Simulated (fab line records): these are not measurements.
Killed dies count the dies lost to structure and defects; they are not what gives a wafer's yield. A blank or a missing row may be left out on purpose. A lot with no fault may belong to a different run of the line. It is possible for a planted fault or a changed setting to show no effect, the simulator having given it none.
Problem report in the 8D (eight disciplines) form, filled by code	flow nand_harc	the parts of the form that need people (team, actions taken, sign-off) are left out

== 1. PROBLEM STATEMENT ==
Mean of cd_nm at NHARC_THIN_TSV_CD_MEAS_37: 4979.5 nm across 2 wafers in 2 lots; on wafers with no fault it is 5000.3 nm (standard deviation 1.9). Relative to the usual mean, that is a shift of -11 standard deviations.
Seen first at day 29 09:39 on cd_sem-01, wafer L791.1. The record has a number at this step for 35 wafers belonging to 13 lots. The rule behind "out" and "out of limits": a value lying over 4 standard deviations away from the usual mean. Any other wafer with a number is counted as sound.

== 2. WHAT IT IS AND WHAT IT IS NOT ==
question	is	is not
which readings at this step	cd_nm	-
which lots	L790, L791	L778, L779, L781, L783, L784, L787, L788, L794, L798, L799, L800
which wafers of those lots	all that have a number	-
read on which gauges	cd_sem-01	cd_sem-02, cd_sem-03
when	from day 29 09:39	up to then (21 sound wafers); but 12 sound wafers of L794, L798, L799, L800 came after

== 3. WHAT RULES OUT EACH SUSPECT ==
Counting: a tool at any process step up to the reading remains a suspect when it ran all the lots that are out and ran no sound lot after the first of those.
- the gauge at NHARC_THIN_TSV_CD_MEAS_37: ruled out. All the wafers that are out were read on cd_sem-01, but those of them that NHARC_THIN_TSV_ETCH_59 has rows for are out there too, on other tools.
- pvd_sputter-01 at NHARC_THIN_TSV_PRE_CLEAN_54 (time 30 s): ruled out as a lasting fault. Following L791 (day 29 07:07), the first lot on it that is out, the sound lots L794, L800 were run on it.
- rie_metal-02 at NHARC_THIN_TSV_ETCH_59 (etches the open film in Cl2/BCl3, target depth 880 nm, time 138.1 s): kept. It processed each lot that is out, first L791 at day 29 08:28, and no sound lot thereafter; up to then, the last sound lot it processed was L788 at day 28 19:02. Its own oes_product_au readings are out on those wafers.
Remaining after the count: rie_metal-02 at NHARC_THIN_TSV_ETCH_59.

== 4. THE CAUSE (what the simulator had put in) ==
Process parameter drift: rie_metal-02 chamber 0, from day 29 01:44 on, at NHARC_THIN_TSV_ETCH_59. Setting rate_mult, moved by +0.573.
The count eliminated every tool but this one.

== 5. SEQUENCE OF EFFECTS, ordered by route ==
One row per reading whose mean, taken over the struck wafers that have a number, lies over 3 standard deviations from the usual. Only readings whose record carries a usual standard deviation are examined. hours: median over the lots of the time between each lot's start at the first step of this table that gives one and its start at this step. sigmas: the change, counted in usual standard deviations.
hours	step	reading	usual	on struck wafers	change	sigmas
0	NHARC_THIN_TSV_ETCH_59	oes_product_au	1.001 a.u.	1.344	+0.343	+45
1	NHARC_THIN_TSV_CD_MEAS_37	cd_nm	5000.3 nm	4979.5	-20.8	-11
Its process steps:
- NHARC_THIN_TSV_ETCH_59: etches the open film in Cl2/BCl3, target depth 880 nm, time 138.1 s.

== 6. WHAT WOULD HAVE CAUGHT IT SOONER ==
In this record the first reading out of limits at a measuring or inspecting step was taken at day 29 09:39, 8 hours after the fault began at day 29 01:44.
The tool's own readings at NHARC_THIN_TSV_ETCH_59 were out on every struck wafer that the step has a row for (oes_product_au): an alarm limit on them would have fired on the first of those.
Among the 2 lots that are out, L790 began NHARC_THIN_TSV_ETCH_59 on rie_metal-02 after day 29 09:39. Holding the tool at that time would have saved it.
